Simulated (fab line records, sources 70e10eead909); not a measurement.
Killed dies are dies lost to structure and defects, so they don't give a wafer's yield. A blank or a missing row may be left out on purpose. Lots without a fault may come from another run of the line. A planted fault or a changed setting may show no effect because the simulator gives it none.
Which tool did it? | flow nand_harc | 6 lots, 18 wafers sampled, at 5 steps of a route of 1302

WHAT THE GAUGES READ, wafer by wafer
NHARC_END_SORT_01.
lot  | measured     | on        | killed_at_array
L246 | day 31 00:32 | prober-01 | 34 37 101

WHICH TOOL RAN EACH LOT (tool, then ch and the chambers of the sampled wafers, then the start)
lot  | NHARC_A_STAIRCASE_TRIM_226         | NHARC_A_BONDPAD_PVD_27                  | NHARC_A_BONDPAD_ANNEAL_28        | NHARC_THIN_TSV_ETCH_15
L229 | rie_diel-01 ch 0,1,2, day 16 20:07 | pvd_sputter-02, day 23 23:11 or earlier | rtp_anneal-02 ch 0, day 23 23:11 | rie_si-02 ch 1,2,3, day 24 13:41
L233 | rie_diel-11 ch 0,2, day 17 08:26   | pvd_sputter-01, day 24 03:19 or earlier | rtp_anneal-02 ch 0, day 24 03:19 | rie_si-02 ch 1,3, day 24 17:38
L234 | rie_diel-11 ch 0,2,3, day 18 06:40 | pvd_sputter-03, day 24 23:42 or earlier | rtp_anneal-02 ch 0, day 24 23:42 | rie_si-03 ch 0,1, day 25 13:28
L236 | rie_diel-08 ch 0,2,3, day 19 23:51 | pvd_sputter-01, day 27 02:32 or earlier | rtp_anneal-01 ch 0, day 27 02:32 | rie_si-02 ch 1,2,3, day 27 16:56
L240 | rie_diel-01 ch 1,2, day 20 17:34   | pvd_sputter-03, day 27 17:34 or earlier | rtp_anneal-01 ch 0, day 27 17:34 | rie_si-02 ch 0,1,3, day 28 07:34
L246 | rie_diel-01 ch 1,2,3, day 22 20:47 | pvd_sputter-03, day 29 14:43 or earlier | rtp_anneal-01 ch 0, day 29 14:43 | rie_si-04 ch 0,1,3, day 30 10:19
- NHARC_A_STAIRCASE_TRIM_226: chemistry O2, time 211.2 s.
- NHARC_A_BONDPAD_PVD_27: deposits Cu, target thk 30 nm, time 20.49 s.
- NHARC_A_BONDPAD_ANNEAL_28: time 90 s.
- NHARC_THIN_TSV_ETCH_15: target depth 3000 nm, bosch target overetch cycles 2, bosch etch step 2.8 s.

THE ANSWER, worked out from the rows above alone
Rule: what is usual is taken from the lots themselves. Put in order of their means at a reading, lots are off if they are a third of the lots or fewer, leave a main group of 4 or more, and stand apart from it by a gap of 3 or more times the standard deviation of the main group's means; of several such gaps the widest counts. A main group whose means are all the same, to the digits that the tables above print for the reading, isn't used. A lot without any number at a reading at which 4 lots or more have one is off too. The other lots that the step has rows for count as sound.
No lot is off at any reading shown: from this, nothing can be told.

WHAT THE SIMULATOR HAD PUT IN
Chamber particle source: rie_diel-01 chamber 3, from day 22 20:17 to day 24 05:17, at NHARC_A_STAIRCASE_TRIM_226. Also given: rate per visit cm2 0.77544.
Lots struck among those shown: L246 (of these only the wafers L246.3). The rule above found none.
